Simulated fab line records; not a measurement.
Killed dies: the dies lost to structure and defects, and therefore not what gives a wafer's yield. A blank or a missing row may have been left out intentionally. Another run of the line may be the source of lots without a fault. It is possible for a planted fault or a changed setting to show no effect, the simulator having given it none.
Chamber matching / flow nand-harc / NHARC_A_M1_CMP_23 on cmp-01: 4 sister chambers
The step polishes, t overpolish 20 s, target thk 154.34 nm. 7 wafers are shown with their chamber, then 8 later ones without.

## WAFERS, EACH WITH ITS CHAMBER
wafer=L076.5; chamber=1; motor-current-A (A)=13.2; time-to-endpoint-s (s)=27.1
wafer=L082.2; chamber=2; motor-current-A (A)=13.0; time-to-endpoint-s (s)=29.7
wafer=L082.4; chamber=0; motor-current-A (A)=12.9; time-to-endpoint-s (s)=29.1
wafer=L086.1; chamber=3; motor-current-A (A)=11.3; time-to-endpoint-s (s)=34.1
wafer=L086.2; chamber=2; motor-current-A (A)=12.6; time-to-endpoint-s (s)=31.5
wafer=L086.5; chamber=0; motor-current-A (A)=13.2; time-to-endpoint-s (s)=30.9
wafer=L087.1; chamber=3; motor-current-A (A)=11.2; time-to-endpoint-s (s)=31.0

## WAFERS MISSING THEIR CHAMBER
wafer=L087.5; motor-current-A (A)=13.3; time-to-endpoint-s (s)=32.6
wafer=L087.6; motor-current-A (A)=13.5; time-to-endpoint-s (s)=31.8
wafer=L090.1; motor-current-A (A)=13.1; time-to-endpoint-s (s)=31.7
wafer=L090.4; motor-current-A (A)=12.7; time-to-endpoint-s (s)=26.1
wafer=L090.5; motor-current-A (A)=13.8; time-to-endpoint-s (s)=29.0
wafer=L096.1; motor-current-A (A)=12.8; time-to-endpoint-s (s)=33.9
wafer=L096.2; motor-current-A (A)=14.0; time-to-endpoint-s (s)=33.0
wafer=L096.6; motor-current-A (A)=12.5; time-to-endpoint-s (s)=33.4

## EACH ONE'S CHAMBER
wafer=L087.5; from the rows above=can't be placed: 0 or 2 or 1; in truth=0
wafer=L087.6; from the rows above=can't be placed: 0 or 1 or 2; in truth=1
wafer=L090.1; from the rows above=can't be placed: 0 or 2 or 1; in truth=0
wafer=L090.4; from the rows above=can't be placed: 1 or 2 or 0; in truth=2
wafer=L090.5; from the rows above=can't be placed: 1 or 0 or 2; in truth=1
wafer=L096.1; from the rows above=can't be placed: 2 or 0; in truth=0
wafer=L096.2; from the rows above=can't be placed: 0 or 1 or 2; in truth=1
wafer=L096.6; from the rows above=can't be placed: 2 or 0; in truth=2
Correctly placed: 0 of 8. From these rows, 8 cannot be placed; in 8 the true chamber is one of the candidates. Wrongly placed: 0.
How it was worked out, from the rows above alone: a wafer's distance from a chamber is the root of the sum, over the readings, of the square of ((its reading less the chamber's mean) divided by the reading's scatter). If the next closest chamber is less than 2 further off than the closest, the wafer can't be placed; otherwise it belongs to the closest. For every chamber, the mean is computed from those of its wafers that are shown. The scatter: the root of (the sum of the squares of (reading less its chamber's mean) over the shown wafers, divided by (wafers less chambers)).
